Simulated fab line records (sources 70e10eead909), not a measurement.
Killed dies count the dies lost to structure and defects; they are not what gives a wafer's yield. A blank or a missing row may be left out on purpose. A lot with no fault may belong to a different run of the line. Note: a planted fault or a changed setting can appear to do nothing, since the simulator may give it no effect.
Matching of chambers | flow nand_harc | NHARC_A_STAIRCASE_ETCH_271 on rie_diel-02: 4 sister chambers
The step etches the open film in CF4/CHF3. 14 wafers are shown with their chamber, then 7 later ones without.

== WAFERS PAIRED WITH THEIR CHAMBERS ==
wafer  | chamber | showerhead_plenum_p_Torr (Torr) | rf_vpp_V (V) | throttle_valve_pct (%)
L075.2 | 3       | 1.69                            | 374.2        | 16.803
L075.5 | 1       | 1.53                            | 369.4        | 16.814
L075.6 | 0       | 1.49                            | 366.8        | 16.806
L079.1 | 0       | 1.49                            | 368.4        | 16.792
L079.5 | 3       | 1.68                            | 373.1        | 16.791
L079.6 | 0       | 1.49                            | 368.4        | 16.815
L081.2 | 3       | 1.68                            | 373.6        | 16.802
L081.3 | 0       | 1.49                            | 367.2        | 16.800
L081.5 | 3       | 1.68                            | 374.4        | 16.802
L083.1 | 2       | 1.47                            | 368.4        | 16.798
L083.3 | 3       | 1.68                            | 372.6        | 16.793
L083.6 | 1       | 1.53                            | 368.1        | 16.821
L091.2 | 0       | 1.48                            | 366.3        | 16.814
L091.5 | 1       | 1.52                            | 368.0        | 16.811

SIGNATURES, as means of the wafers listed above
reading                  | chamber 0 | chamber 1 | chamber 2 | chamber 3 | scatter within a chamber
showerhead_plenum_p_Torr | 1.4880    | 1.5267    | 1.4700    | 1.6820    | 0.00476
rf_vpp_V                 | 367.420   | 368.500   | 368.400   | 373.580   | 0.841
throttle_valve_pct       | 16.80540  | 16.81533  | 16.79800  | 16.79820  | 0.00747
Rule: distance of a wafer from a chamber = root of the sum over the readings of ((wafer's reading minus chamber's mean) / reading's scatter) squared. The wafer belongs to the nearest chamber; if the next one is less than 2 further off, it can't be placed. The scatter: the root of (the sum of the squares of (reading less its chamber's mean) over the shown wafers, divided by (wafers less chambers)).

== WAFERS WITH NO CHAMBER GIVEN ==
wafer  | showerhead_plenum_p_Torr (Torr) | rf_vpp_V (V) | throttle_valve_pct (%)
L091.6 | 1.46                            | 365.5        | 16.803
L096.3 | 1.70                            | 373.8        | 16.787
L096.4 | 1.67                            | 374.1        | 16.798
L096.5 | 1.52                            | 367.8        | 16.803
L097.1 | 1.67                            | 373.6        | 16.800
L097.5 | 1.47                            | 368.1        | 16.813
L097.6 | 1.67                            | 372.8        | 16.801

== WHICH CHAMBER EACH ONE RAN IN ==
wafer  | from the rows above     | in truth
L091.6 | 2                       | 2
L096.3 | 3                       | 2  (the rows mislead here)
L096.4 | 3                       | 3
L096.5 | 1                       | 1
L097.1 | 3                       | 3
L097.5 | can't be placed: 2 or 0 | 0
L097.6 | 3                       | 3
Correct placement for 5 of the 7. Can't be placed from these rows: 1 (the true chamber is among the candidates in 1). 1 placed wrongly.
